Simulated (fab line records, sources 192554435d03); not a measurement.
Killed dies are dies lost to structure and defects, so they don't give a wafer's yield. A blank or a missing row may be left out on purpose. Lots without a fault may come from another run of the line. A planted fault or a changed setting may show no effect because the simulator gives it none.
One fault seen from 2 desks | flow n5_finfet | each desk has only its own numbers; what lay behind them comes last

THE TOOL OWNER'S DESK: litho_track-02
The tool's own readings at N5_SD_EPI_N_COAT_32 (time 60 s, resist thk 350 nm): means of the sampled wafers that have a number, for each lot that ran on this tool. A lot is out of limits, marked OUT, if its mean lies more than 4 standard deviations from the usual mean; the brackets give that distance.
Columns: A = spin_speed_rpm at N5_SD_EPI_N_COAT_32, usual 1500.2 rpm
lot  | first seen here | A
L595 | day 4 17:13     | 1499.5
L596 | day 4 20:16     | 1498.9
L597 | day 5 00:07     | 1662.1 (+99 or more) OUT
L598 | day 5 09:17     | 1662.2 (+99 or more) OUT
This desk's finding: out of limits on L597, L598; first on L597, day 5 00:07 (spin_speed_rpm at N5_SD_EPI_N_COAT_32). In limits: L595, L596.

THE METROLOGY DESK
What the gauges read, lot by lot, whatever tool the lot ran on: means of the sampled wafers that have a number. A lot is out of limits, marked OUT, if its mean lies more than 4 standard deviations from the usual mean; the brackets give that distance. Of its 12 readings 7 are shown: those that lie furthest out on some lot.
Columns: A = GATE_OVL at N5_DUMMY_GATE_OVL_MEAS_16, usual -0.4 nm; B = DIBL_N at N5_BEOL_M4_RC_MEAS_101, usual 36.3 mV/V; C = IOFF_P at N5_BEOL_M4_RC_MEAS_101, usual 0.22 nA/um; D = ION_N at N5_BEOL_M4_RC_MEAS_101, usual 677 uA/um; E = ION_P at N5_BEOL_M4_RC_MEAS_101, usual 466 uA/um; F = VT_N at N5_BEOL_M4_RC_MEAS_101, usual 249 mV; G = VT_P at N5_BEOL_M4_RC_MEAS_101, usual -248.9 mV
lot  | first seen here | A    | B    | C    | D   | E   | F   | G
L591 | day 3 10:02     | -0.1 | 37.9 | 0.24 | 691 | 464 | 247 | -247.8
L594 | day 4 06:01     | -0.0 | 38.2 | 0.24 | 694 | 465 | 247 | -250.6
L595 | day 4 13:56     | -0.6 | 38.4 | 0.25 | 685 | 468 | 246 | -247.1
L596 | day 4 17:02     | -0.9 | 36.5 | 0.30 | 695 | 482 | 244 | -243.4
L597 | day 4 22:05     | -0.9 | 36.4 | 0.18 | 674 | 458 | 252 | -255.3
L598 | day 5 06:46     | -0.3 | 34.4 | 0.21 | 667 | 464 | 251 | -247.1
L605 | day 6 23:35     | -0.7 | 36.5 | 0.22 | 671 | 461 | 251 | -250.2
L606 | day 7 05:42     | -0.6 | 35.5 | 0.21 | 674 | 471 | 250 | -248.5
L610 | day 8 03:09     | 0.9  | 32.8 | 0.16 | 654 | 455 | 255 | -252.9
L612 | day 8 17:33     | 0.7  | 35.5 | 0.23 | 680 | 468 | 248 | -248.5
This desk's finding: nothing out of limits on any of the 10 lots.

PUT TOGETHER
The tool owner's desk could have raised an alarm at day 5 00:07, on L597, L598.
The metrology desk saw nothing out of limits.
The metrology desk has L597, L598 on record, within its limits.
Of the lots named, all ran N5_SD_EPI_N_COAT_32 on litho_track-02.

WHAT THE SIMULATOR HAD PUT IN
Process parameter drift: litho_track-02, from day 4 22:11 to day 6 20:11, at N5_SD_EPI_N_COAT_32. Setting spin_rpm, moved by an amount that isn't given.
Lots struck among those shown: L597, L598.
Hours from the fault's start to each desk's first reading out of limits: the tool owner's desk, 2.
